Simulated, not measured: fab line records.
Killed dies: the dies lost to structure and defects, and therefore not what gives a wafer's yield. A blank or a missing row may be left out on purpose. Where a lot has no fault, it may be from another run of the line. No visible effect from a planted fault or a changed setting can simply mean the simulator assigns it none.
Matching of chambers :: flow n5_finfet :: 3 sister chambers for N5_BEOL_M10_PECVD_70 on pecvd-03
The step deposits SiO2 from TEOS/O2, target thk 20 nm, time 22.7 s. 6 wafers are shown with their chamber, then 12 later ones without.

== WAFERS PAIRED WITH THEIR CHAMBERS ==
wafer: L084.2
chamber: 0
throttle_valve_pct (%): 22.9
showerhead_plenum_p_Torr (Torr): 8.87

wafer: L084.5
chamber: 0
throttle_valve_pct (%): 22.9
showerhead_plenum_p_Torr (Torr): 8.86

wafer: L089.4
chamber: 2
throttle_valve_pct (%): 20.5
showerhead_plenum_p_Torr (Torr): 8.84

wafer: L091.3
chamber: 2
throttle_valve_pct (%): 20.4
showerhead_plenum_p_Torr (Torr): 8.84

wafer: L091.4
chamber: 1
throttle_valve_pct (%): 22.1
showerhead_plenum_p_Torr (Torr): 8.75

wafer: L091.6
chamber: 1
throttle_valve_pct (%): 21.9
showerhead_plenum_p_Torr (Torr): 8.74

== WAFERS WHOSE CHAMBER IS MISSING ==
wafer: L090.2
throttle_valve_pct (%): 22.0
showerhead_plenum_p_Torr (Torr): 8.75

wafer: L090.3
throttle_valve_pct (%): 23.1
showerhead_plenum_p_Torr (Torr): 8.90

wafer: L090.5
throttle_valve_pct (%): 22.0
showerhead_plenum_p_Torr (Torr): 8.73

wafer: L092.2
throttle_valve_pct (%): 23.0
showerhead_plenum_p_Torr (Torr): 8.88

wafer: L092.4
throttle_valve_pct (%): 22.8
showerhead_plenum_p_Torr (Torr): 8.88

wafer: L092.6
throttle_valve_pct (%): 22.0
showerhead_plenum_p_Torr (Torr): 8.76

wafer: L094.1
throttle_valve_pct (%): 20.4
showerhead_plenum_p_Torr (Torr): 8.81

wafer: L094.2
throttle_valve_pct (%): 21.9
showerhead_plenum_p_Torr (Torr): 8.75

wafer: L094.3
throttle_valve_pct (%): 23.2
showerhead_plenum_p_Torr (Torr): 8.87

wafer: L096.2
throttle_valve_pct (%): 20.4
showerhead_plenum_p_Torr (Torr): 8.82

wafer: L096.3
throttle_valve_pct (%): 23.1
showerhead_plenum_p_Torr (Torr): 8.87

wafer: L096.5
throttle_valve_pct (%): 21.9
showerhead_plenum_p_Torr (Torr): 8.74

== WHICH CHAMBER EACH ONE RAN IN ==
wafer: L090.2
from the rows above: 1
in truth: 1

wafer: L090.3
from the rows above: 0
in truth: 0

wafer: L090.5
from the rows above: 1
in truth: 1

wafer: L092.2
from the rows above: 0
in truth: 0

wafer: L092.4
from the rows above: 0
in truth: 0

wafer: L092.6
from the rows above: 1
in truth: 1

wafer: L094.1
from the rows above: 2
in truth: 2

wafer: L094.2
from the rows above: 1
in truth: 1

wafer: L094.3
from the rows above: 0
in truth: 0

wafer: L096.2
from the rows above: 2
in truth: 2

wafer: L096.3
from the rows above: 0
in truth: 0

wafer: L096.5
from the rows above: 1
in truth: 1
Correct placement for 12 of the 12. Number that these rows cannot place: 0. Number placed wrongly: 0.
How it was worked out, from the rows above alone: a wafer's distance from a chamber is the root of the sum, over the readings, of the square of ((its reading less the chamber's mean) divided by the reading's scatter). If the next closest chamber is less than 2 further off than the closest, the wafer can't be placed; otherwise it belongs to the closest. A chamber's mean is the mean of its shown wafers. How the scatter is found: for the shown wafers, subtract from each reading the mean of its chamber, square and add these, divide the total by (wafers less chambers), then take the root.
